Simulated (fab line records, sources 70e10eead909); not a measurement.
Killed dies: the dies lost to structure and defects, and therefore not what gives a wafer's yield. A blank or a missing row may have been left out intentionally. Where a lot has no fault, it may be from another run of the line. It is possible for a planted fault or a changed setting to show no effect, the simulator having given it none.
Which tool did it? || flow nand-harc || 24 lots, 72 wafers sampled, at 4 steps of a route of 1302

## WHAT THE GAUGES READ, wafer by wafer
NHARC_P_M1_CD_MEAS_16.
{"lot": "L074", "measured": "day 6 06:55", "on": "cd-sem-01", "cd-nm (nm)": "130.1 130.8 131.3"}
{"lot": "L075", "measured": "day 6 16:47", "on": "cd-sem-02", "cd-nm (nm)": "130.7 130.8 128.4"}
{"lot": "L076", "measured": "day 7 06:46", "on": "cd-sem-03", "cd-nm (nm)": "129.7 130.2 129.0"}
{"lot": "L077", "measured": "day 7 09:56", "on": "cd-sem-01", "cd-nm (nm)": "130.7 131.5 131.1"}
{"lot": "L078", "measured": "day 7 17:20", "on": "cd-sem-01", "cd-nm (nm)": "130.3 129.1 130.5"}
{"lot": "L079", "measured": "day 8 10:02", "on": "cd-sem-03", "cd-nm (nm)": "129.1 129.1 130.9"}
{"lot": "L080", "measured": "day 8 11:11", "on": "cd-sem-01", "cd-nm (nm)": "130.0 130.3 129.3"}
{"lot": "L081", "measured": "day 9 01:44", "on": "cd-sem-03", "cd-nm (nm)": "129.7 129.9 129.4"}
{"lot": "L082", "measured": "day 9 14:47", "on": "cd-sem-01", "cd-nm (nm)": "130.9 130.9 130.2"}
{"lot": "L083", "measured": "day 9 20:34", "on": "cd-sem-02", "cd-nm (nm)": "129.4 129.8 129.1"}
{"lot": "L084", "measured": "day 10 17:26", "on": "cd-sem-02", "cd-nm (nm)": "130.2 129.3 128.0"}
{"lot": "L085", "measured": "day 10 23:17", "on": "cd-sem-02", "cd-nm (nm)": "130.4 131.5 131.0"}
{"lot": "L086", "measured": "day 11 08:38", "on": "cd-sem-01", "cd-nm (nm)": "129.3 130.5 129.9"}
{"lot": "L087", "measured": "day 11 16:47", "on": "cd-sem-03", "cd-nm (nm)": "129.8 129.4 131.0"}
{"lot": "L088", "measured": "day 12 13:43", "on": "cd-sem-01", "cd-nm (nm)": "131.4 130.5 130.0"}
{"lot": "L089", "measured": "day 12 15:10", "on": "cd-sem-02", "cd-nm (nm)": "129.5 129.6 130.3"}
{"lot": "L090", "measured": "day 13 02:44", "on": "cd-sem-03", "cd-nm (nm)": "128.8 130.1 129.5"}
{"lot": "L091", "measured": "day 13 04:43", "on": "cd-sem-02", "cd-nm (nm)": "129.8 130.0 128.9"}
{"lot": "L092", "measured": "day 13 19:16", "on": "cd-sem-03", "cd-nm (nm)": "129.5 129.2 129.8"}
{"lot": "L093", "measured": "day 14 03:49", "on": "cd-sem-01", "cd-nm (nm)": "129.1 129.7 129.0"}
{"lot": "L094", "measured": "day 14 17:45", "on": "cd-sem-01", "cd-nm (nm)": "129.3 130.3 130.0"}
{"lot": "L095", "measured": "day 14 18:32", "on": "cd-sem-01", "cd-nm (nm)": "129.9 131.1 130.5"}
{"lot": "L096", "measured": "day 15 05:41", "on": "cd-sem-01", "cd-nm (nm)": "130.2 129.6 129.8"}
{"lot": "L097", "measured": "day 15 17:16", "on": "cd-sem-01", "cd-nm (nm)": "130.1 130.9 130.1"}

## TOOL THAT RAN EACH LOT (tool first, then ch and the chambers of the sampled wafers, then the start)
{"lot": "L074", "NHARC_P_M0_DEGAS_28": "pvd-sputter-02, day 6 03:31", "NHARC_P_M0_PRE_CLEAN_29": "pvd-sputter-02, day 6 06:55 or earlier", "NHARC_P_M0_PVD_20": "pvd-sputter-02, day 6 06:55 or earlier"}
{"lot": "L075", "NHARC_P_M0_DEGAS_28": "pvd-sputter-01, day 6 13:21", "NHARC_P_M0_PRE_CLEAN_29": "pvd-sputter-01, day 6 16:47 or earlier", "NHARC_P_M0_PVD_20": "pvd-sputter-01, day 6 16:47 or earlier"}
{"lot": "L076", "NHARC_P_M0_DEGAS_28": "pvd-sputter-02, day 7 03:25", "NHARC_P_M0_PRE_CLEAN_29": "pvd-sputter-02, day 7 06:46 or earlier", "NHARC_P_M0_PVD_20": "pvd-sputter-02, day 7 06:46 or earlier"}
{"lot": "L077", "NHARC_P_M0_DEGAS_28": "pvd-sputter-02, day 7 06:18", "NHARC_P_M0_PRE_CLEAN_29": "pvd-sputter-02, day 7 09:56 or earlier", "NHARC_P_M0_PVD_20": "pvd-sputter-02, day 7 09:56 or earlier"}
{"lot": "L078", "NHARC_P_M0_DEGAS_28": "pvd-sputter-03, day 7 13:46", "NHARC_P_M0_PRE_CLEAN_29": "pvd-sputter-03, day 7 17:20 or earlier", "NHARC_P_M0_PVD_20": "pvd-sputter-03, day 7 17:20 or earlier"}
{"lot": "L079", "NHARC_P_M0_DEGAS_28": "pvd-sputter-02, day 8 06:44", "NHARC_P_M0_PRE_CLEAN_29": "pvd-sputter-02, day 8 10:02 or earlier", "NHARC_P_M0_PVD_20": "pvd-sputter-02, day 8 10:02 or earlier"}
{"lot": "L080", "NHARC_P_M0_DEGAS_28": "pvd-sputter-01, day 8 07:52", "NHARC_P_M0_PRE_CLEAN_29": "pvd-sputter-01, day 8 11:11 or earlier", "NHARC_P_M0_PVD_20": "pvd-sputter-01, day 8 11:11 or earlier"}
{"lot": "L081", "NHARC_P_M0_DEGAS_28": "pvd-sputter-02, day 8 22:11", "NHARC_P_M0_PRE_CLEAN_29": "pvd-sputter-02, day 9 01:44 or earlier", "NHARC_P_M0_PVD_20": "pvd-sputter-02, day 9 01:44 or earlier"}
{"lot": "L082", "NHARC_P_M0_DEGAS_28": "pvd-sputter-03, day 9 11:30", "NHARC_P_M0_PRE_CLEAN_29": "pvd-sputter-03, day 9 14:47 or earlier", "NHARC_P_M0_PVD_20": "pvd-sputter-03, day 9 14:47 or earlier"}
{"lot": "L083", "NHARC_P_M0_DEGAS_28": "pvd-sputter-02, day 9 17:14", "NHARC_P_M0_PRE_CLEAN_29": "pvd-sputter-02, day 9 20:34 or earlier", "NHARC_P_M0_PVD_20": "pvd-sputter-02, day 9 20:34 or earlier"}
{"lot": "L084", "NHARC_P_M0_DEGAS_28": "pvd-sputter-03, day 10 14:08", "NHARC_P_M0_PRE_CLEAN_29": "pvd-sputter-03, day 10 17:26 or earlier", "NHARC_P_M0_PVD_20": "pvd-sputter-03, day 10 17:26 or earlier"}
{"lot": "L085", "NHARC_P_M0_DEGAS_28": "pvd-sputter-02, day 10 19:55", "NHARC_P_M0_PRE_CLEAN_29": "pvd-sputter-02, day 10 23:17 or earlier", "NHARC_P_M0_PVD_20": "pvd-sputter-02, day 10 23:17 or earlier"}
{"lot": "L086", "NHARC_P_M0_DEGAS_28": "pvd-sputter-03, day 11 05:21", "NHARC_P_M0_PRE_CLEAN_29": "pvd-sputter-03, day 11 08:38 or earlier", "NHARC_P_M0_PVD_20": "pvd-sputter-03, day 11 08:38 or earlier"}
{"lot": "L087", "NHARC_P_M0_DEGAS_28": "pvd-sputter-01, day 11 13:22", "NHARC_P_M0_PRE_CLEAN_29": "pvd-sputter-01, day 11 16:47 or earlier", "NHARC_P_M0_PVD_20": "pvd-sputter-01, day 11 16:47 or earlier"}
{"lot": "L088", "NHARC_P_M0_DEGAS_28": "pvd-sputter-02, day 12 10:18", "NHARC_P_M0_PRE_CLEAN_29": "pvd-sputter-02, day 12 13:43 or earlier", "NHARC_P_M0_PVD_20": "pvd-sputter-02, day 12 13:43 or earlier"}
{"lot": "L089", "NHARC_P_M0_DEGAS_28": "pvd-sputter-02, day 12 11:45", "NHARC_P_M0_PRE_CLEAN_29": "pvd-sputter-02, day 12 15:10 or earlier", "NHARC_P_M0_PVD_20": "pvd-sputter-02, day 12 15:10 or earlier"}
{"lot": "L090", "NHARC_P_M0_DEGAS_28": "pvd-sputter-01, day 12 23:17", "NHARC_P_M0_PRE_CLEAN_29": "pvd-sputter-01, day 13 02:44 or earlier", "NHARC_P_M0_PVD_20": "pvd-sputter-01, day 13 02:44 or earlier"}
{"lot": "L091", "NHARC_P_M0_DEGAS_28": "pvd-sputter-03, day 13 01:22", "NHARC_P_M0_PRE_CLEAN_29": "pvd-sputter-03, day 13 04:43 or earlier", "NHARC_P_M0_PVD_20": "pvd-sputter-03, day 13 04:43 or earlier"}
{"lot": "L092", "NHARC_P_M0_DEGAS_28": "pvd-sputter-03, day 13 15:38", "NHARC_P_M0_PRE_CLEAN_29": "pvd-sputter-03, day 13 19:16 or earlier", "NHARC_P_M0_PVD_20": "pvd-sputter-03, day 13 19:16 or earlier"}
{"lot": "L093", "NHARC_P_M0_DEGAS_28": "pvd-sputter-01, day 14 00:07", "NHARC_P_M0_PRE_CLEAN_29": "pvd-sputter-01, day 14 03:49 or earlier", "NHARC_P_M0_PVD_20": "pvd-sputter-01, day 14 03:49 or earlier"}
{"lot": "L094", "NHARC_P_M0_DEGAS_28": "pvd-sputter-03, day 14 14:26", "NHARC_P_M0_PRE_CLEAN_29": "pvd-sputter-03, day 14 17:45 or earlier", "NHARC_P_M0_PVD_20": "pvd-sputter-03, day 14 17:45 or earlier"}
{"lot": "L095", "NHARC_P_M0_DEGAS_28": "pvd-sputter-03, day 14 15:07", "NHARC_P_M0_PRE_CLEAN_29": "pvd-sputter-03, day 14 18:32 or earlier", "NHARC_P_M0_PVD_20": "pvd-sputter-03, day 14 18:32 or earlier"}
{"lot": "L096", "NHARC_P_M0_DEGAS_28": "pvd-sputter-01, day 15 02:11", "NHARC_P_M0_PRE_CLEAN_29": "pvd-sputter-01, day 15 05:41 or earlier", "NHARC_P_M0_PVD_20": "pvd-sputter-01, day 15 05:41 or earlier"}
{"lot": "L097", "NHARC_P_M0_DEGAS_28": "pvd-sputter-02, day 15 13:50", "NHARC_P_M0_PRE_CLEAN_29": "pvd-sputter-02, day 15 17:16 or earlier", "NHARC_P_M0_PVD_20": "pvd-sputter-02, day 15 17:16 or earlier"}
- NHARC_P_M0_DEGAS_28: time 60 s.
- NHARC_P_M0_PRE_CLEAN_29: time 30 s.
- NHARC_P_M0_PVD_20: deposits TaN, target thk 5 nm, time 8.06 s.

## WHAT THE TOOLS THEMSELVES READ (means of the sampled wafers that have a number; where no wafer has one, the mark that the record gives instead)
NHARC_P_M0_DEGAS_28.
{"lot": "L074", "tool": "pvd-sputter-02", "heater-power-w (W)": 294}
{"lot": "L075", "tool": "pvd-sputter-01", "heater-power-w (W)": 333}
{"lot": "L076", "tool": "pvd-sputter-02", "heater-power-w (W)": 293}
{"lot": "L077", "tool": "pvd-sputter-02", "heater-power-w (W)": 294}
{"lot": "L078", "tool": "pvd-sputter-03", "heater-power-w (W)": 387}
{"lot": "L079", "tool": "pvd-sputter-02", "heater-power-w (W)": 291}
{"lot": "L080", "tool": "pvd-sputter-01", "heater-power-w (W)": 319}
{"lot": "L081", "tool": "pvd-sputter-02", "heater-power-w (W)": 295}
{"lot": "L082", "tool": "pvd-sputter-03", "heater-power-w (W)": 321}
{"lot": "L083", "tool": "pvd-sputter-02", "heater-power-w (W)": 291}
{"lot": "L084", "tool": "pvd-sputter-03", "heater-power-w (W)": 352}
{"lot": "L085", "tool": "pvd-sputter-02", "heater-power-w (W)": 295}
{"lot": "L086", "tool": "pvd-sputter-03", "heater-power-w (W)": 337}
{"lot": "L087", "tool": "pvd-sputter-01", "heater-power-w (W)": 327}
{"lot": "L088", "tool": "pvd-sputter-02", "heater-power-w (W)": 322}
{"lot": "L089", "tool": "pvd-sputter-02", "heater-power-w (W)": 305}
{"lot": "L090", "tool": "pvd-sputter-01", "heater-power-w (W)": 328}
{"lot": "L091", "tool": "pvd-sputter-03", "heater-power-w (W)": 374}
{"lot": "L092", "tool": "pvd-sputter-03", "heater-power-w (W)": 372}
{"lot": "L093", "tool": "pvd-sputter-01", "heater-power-w (W)": 343}
{"lot": "L094", "tool": "pvd-sputter-03", "heater-power-w (W)": 379}
{"lot": "L095", "tool": "pvd-sputter-03", "heater-power-w (W)": 351}
{"lot": "L096", "tool": "pvd-sputter-01", "heater-power-w (W)": 338}
{"lot": "L097", "tool": "pvd-sputter-02", "heater-power-w (W)": 328}

NHARC_P_M0_PRE_CLEAN_29.
{"lot": "L074", "tool": "pvd-sputter-02", "heater-power-w (W)": 394}
{"lot": "L075", "tool": "pvd-sputter-01", "heater-power-w (W)": 389}
{"lot": "L076", "tool": "pvd-sputter-02", "heater-power-w (W)": 350}
{"lot": "L077", "tool": "pvd-sputter-02", "heater-power-w (W)": 364}
{"lot": "L078", "tool": "pvd-sputter-03", "heater-power-w (W)": 405}
{"lot": "L079", "tool": "pvd-sputter-02", "heater-power-w (W)": 345}
{"lot": "L080", "tool": "pvd-sputter-01", "heater-power-w (W)": 399}
{"lot": "L081", "tool": "pvd-sputter-02", "heater-power-w (W)": 378}
{"lot": "L082", "tool": "pvd-sputter-03", "heater-power-w (W)": 450}
{"lot": "L083", "tool": "pvd-sputter-02", "heater-power-w (W)": 389}
{"lot": "L084", "tool": "pvd-sputter-03", "heater-power-w (W)": 464}
{"lot": "L085", "tool": "pvd-sputter-02", "heater-power-w (W)": 371}
{"lot": "L086", "tool": "pvd-sputter-03", "heater-power-w (W)": 454}
{"lot": "L087", "tool": "pvd-sputter-01", "heater-power-w (W)": 402}
{"lot": "L088", "tool": "pvd-sputter-02", "heater-power-w (W)": 361}
{"lot": "L089", "tool": "pvd-sputter-02", "heater-power-w (W)": 372}
{"lot": "L090", "tool": "pvd-sputter-01", "heater-power-w (W)": 394}
{"lot": "L091", "tool": "pvd-sputter-03", "heater-power-w (W)": 401}
{"lot": "L092", "tool": "pvd-sputter-03", "heater-power-w (W)": 436}
{"lot": "L093", "tool": "pvd-sputter-01", "heater-power-w (W)": 404}
{"lot": "L094", "tool": "pvd-sputter-03", "heater-power-w (W)": 425}
{"lot": "L095", "tool": "pvd-sputter-03", "heater-power-w (W)": 396}
{"lot": "L096", "tool": "pvd-sputter-01", "heater-power-w (W)": 430}
{"lot": "L097", "tool": "pvd-sputter-02", "heater-power-w (W)": 400}

NHARC_P_M0_PVD_20.
{"lot": "L074", "tool": "pvd-sputter-02", "bias-v (V)": 168.8, "throttle-valve-pct (%)": 30.0}
{"lot": "L075", "tool": "pvd-sputter-01", "bias-v (V)": 168.3, "throttle-valve-pct (%)": 30.6}
{"lot": "L076", "tool": "pvd-sputter-02", "bias-v (V)": 168.8, "throttle-valve-pct (%)": 29.5}
{"lot": "L077", "tool": "pvd-sputter-02", "bias-v (V)": 168.7, "throttle-valve-pct (%)": 30.4}
{"lot": "L078", "tool": "pvd-sputter-03", "bias-v (V)": 167.9, "throttle-valve-pct (%)": 29.3}
{"lot": "L079", "tool": "pvd-sputter-02", "bias-v (V)": 168.1, "throttle-valve-pct (%)": 29.3}
{"lot": "L080", "tool": "pvd-sputter-01", "bias-v (V)": 167.2, "throttle-valve-pct (%)": 30.6}
{"lot": "L081", "tool": "pvd-sputter-02", "bias-v (V)": 167.4, "throttle-valve-pct (%)": 29.4}
{"lot": "L082", "tool": "pvd-sputter-03", "bias-v (V)": 169.4, "throttle-valve-pct (%)": 31.2}
{"lot": "L083", "tool": "pvd-sputter-02", "bias-v (V)": 170.2, "throttle-valve-pct (%)": 27.6}
{"lot": "L084", "tool": "pvd-sputter-03", "bias-v (V)": 168.0, "throttle-valve-pct (%)": 29.7}
{"lot": "L085", "tool": "pvd-sputter-02", "bias-v (V)": 167.1, "throttle-valve-pct (%)": 29.0}
{"lot": "L086", "tool": "pvd-sputter-03", "bias-v (V)": 168.6, "throttle-valve-pct (%)": 31.3}
{"lot": "L087", "tool": "pvd-sputter-01", "bias-v (V)": 168.6, "throttle-valve-pct (%)": 30.2}
{"lot": "L088", "tool": "pvd-sputter-02", "bias-v (V)": 168.6, "throttle-valve-pct (%)": 29.3}
{"lot": "L089", "tool": "pvd-sputter-02", "bias-v (V)": 168.8, "throttle-valve-pct (%)": 29.5}
{"lot": "L090", "tool": "pvd-sputter-01", "bias-v (V)": 169.3, "throttle-valve-pct (%)": 30.7}
{"lot": "L091", "tool": "pvd-sputter-03", "bias-v (V)": 168.1, "throttle-valve-pct (%)": 29.7}
{"lot": "L092", "tool": "pvd-sputter-03", "bias-v (V)": 167.1, "throttle-valve-pct (%)": 30.0}
{"lot": "L093", "tool": "pvd-sputter-01", "bias-v (V)": 168.0, "throttle-valve-pct (%)": 30.7}
{"lot": "L094", "tool": "pvd-sputter-03", "bias-v (V)": 168.3, "throttle-valve-pct (%)": 29.9}
{"lot": "L095", "tool": "pvd-sputter-03", "bias-v (V)": 169.9, "throttle-valve-pct (%)": 28.7}
{"lot": "L096", "tool": "pvd-sputter-01", "bias-v (V)": 169.4, "throttle-valve-pct (%)": 30.4}
{"lot": "L097", "tool": "pvd-sputter-02", "bias-v (V)": 168.9, "throttle-valve-pct (%)": 29.2}

## THE ANSWER, worked out from the rows above alone
Rule: the usual values come from the lots themselves. The widest of any qualifying gaps counts: lots, ordered by their means at a reading, are off when they make up no more than a third of the lots, leave a main group of 4 or more, and stand apart from it by 3 or more times the standard deviation of that group's means. If all means in a main group match to the digits the tables above print for the reading, that group is not used. A lot without any number at a reading at which 4 lots or more have one is off too. All remaining lots with rows at the step are treated as sound. Order of review: gauges by route order, followed by the tools' own readings, for which a lot's mean as printed above is used. The first step at which some lot is off is used, and at that step the reading that is off furthest; a lot without a number counts as furthest.
Across all readings shown, no lot is off: no conclusion can be drawn from this.

## WHAT WAS PUT IN BY THE SIMULATOR
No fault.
